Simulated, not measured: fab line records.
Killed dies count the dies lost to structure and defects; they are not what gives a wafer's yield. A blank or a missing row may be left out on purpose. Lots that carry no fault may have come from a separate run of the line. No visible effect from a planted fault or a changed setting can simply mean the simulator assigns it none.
Split-lot experiment ; flow n5Finfet ; 39 wafers read from 7 lots, route of 1938 steps

== THE SPLIT ITSELF ==
At N5_MOL_CONTACT_COAG_ETCH_110 (etches Si in CF4/O2, target depth 2.5 nm, time 8 s), the setting biasW was moved away from the recipe's 12 W on 12 of the 39 wafers read, by -19.1% to +12.7%. All remaining wafers had this setting at the recipe value.

The reading is taken at the split's own step.

== THE READING ==
rfVppV, in V, at N5_MOL_CONTACT_COAG_ETCH_110 (etches Si in CF4/O2, target depth 2.5 nm, time 8 s). A value of 129.4 V with a standard deviation of 2 V is what fault-free wafers of this fab line usually give.

wafer;tool, chamber at the split;biasW as run, W;against the recipe;rfVppV, V;against lot-mates on the recipe
L079.1;rieDiel-06, 2;12;recipe;129.0;-
L079.2;rieDiel-06, 0;12;recipe;130.5;-
L079.3;rieDiel-06, 3;12;recipe;131.0;-
L079.4;rieDiel-06, 2;12;recipe;129.3;-
L079.5;rieDiel-06, 3;12;recipe;129.7;-
L079.6;rieDiel-06, 0;12;recipe;128.9;-
L081.1;rieDiel-01, 0;12;recipe;126.9;-
L081.2;rieDiel-01, 3;13.53;+12.7%;142.2;+12.6
L081.3;rieDiel-01, 2;12;recipe;130.3;-
L081.4;rieDiel-01, 1;13.53;+12.7%;144.0;+14.4
L081.5;rieDiel-01, 1;12;recipe;131.5;-
L081.6;rieDiel-01, 0;13.53;+12.7%;141.4;+11.8
L084.1;rieDiel-01, 3;12;recipe;129.3;-
L084.2;rieDiel-01, 1;12;recipe;132.2;-
L084.3;rieDiel-01, 2;12;recipe;129.3;-
L084.4;rieDiel-01, 0;12;recipe;127.2;-
L084.5;rieDiel-01, 3;12;recipe;126.8;-
L084.6;rieDiel-01, 0;12;recipe;126.4;-
L086.1;rieDiel-01, 1;12;recipe;131.4;-
L086.2;rieDiel-01, 2;12;recipe;131.0;-
L086.3;rieDiel-01, 3;12;recipe;127.2;-
L086.4;rieDiel-01, 0;9.709;-19.1%;107.2;-22.7
L086.5;rieDiel-01, 1;9.709;-19.1%;109.9;-20.0
L086.6;rieDiel-01, 2;9.709;-19.1%;109.0;-20.9
L088.1;rieDiel-06, 0;10.23;-14.7%;114.9;-14.8
L088.2;rieDiel-06, 2;12;recipe;128.4;-
L088.3;rieDiel-06, 3;10.23;-14.7%;116.3;-13.4
L088.4;rieDiel-06, 1;12;recipe;130.3;-
L088.5;rieDiel-06, 3;10.23;-14.7%;114.4;-15.3
L088.6;rieDiel-06, 0;12;recipe;130.3;-
L089.1;rieDiel-01, 3;12;recipe;127.2;-
L089.4;rieDiel-01, 3;12;recipe;127.1;-
L089.5;rieDiel-01, 0;12;recipe;127.7;-
L091.1;rieDiel-01, 0;12;recipe;125.4;-
L091.2;rieDiel-01, 3;10.52;-12.3%;115.9;-11.8
L091.3;rieDiel-01, 2;10.52;-12.3%;116.4;-11.3
L091.4;rieDiel-01, 0;10.52;-12.3%;114.6;-13.1
L091.5;rieDiel-01, 3;12;recipe;127.6;-
L091.6;rieDiel-01, 2;12;recipe;130.2;-

FIT RESULTS
A straight line over all 39 wafers: rfVppV changes by +1.04 V for each +1% of biasW; r = +0.98; the points scatter about the line by 1.7 V.
The same after taking each lot's own level away (the mean of its wafers on the recipe; 39 wafers): +1.04 V for each +1%; r = +0.98; scatter 1.5 V.
The reading moves by 20 V for the largest change in biasW, on that fit.
The span of the lots' own levels, 127.33 to 129.87 V, comes to 1.3 times the standard deviation stated above.
The two slopes agree, so the slope changes little with the lot-to-lot level.
Check: with one of the wafers moved furthest among these (-19.1%) left out of the fit, the line predicts -19.4 V for it against its lot-mates. Against them it came out at -22.7 V.
Tool readings at the split's step, against how far the setting was moved: rfVppV r = +0.98.

== ADDITIONAL SPLITS CARRIED BY THESE WAFERS ==
Note: prior to the reading, these wafers also went through further splits. Each is held against what the fit with the lots' levels taken away leaves over:
other split on the same wafers;wafers away from the commonest value;r with rfVppV (lot level and that fit taken away)
N5_DUMMY_GATE_ETCH_31 targetDepthA;12;+0.12
N5_DUMMY_GATE_ETCH_32 timeS;18;-0.02
N5_SPACER0_ALD_00 aldCycles;15;+0.21
N5_SD_EPI_P_EXPOSE_06 doseMj;12;-0.16

== THE FILE'S OWN FIT ==
rfVppV changes by +1.04 V for each +1% of biasW, r = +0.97.
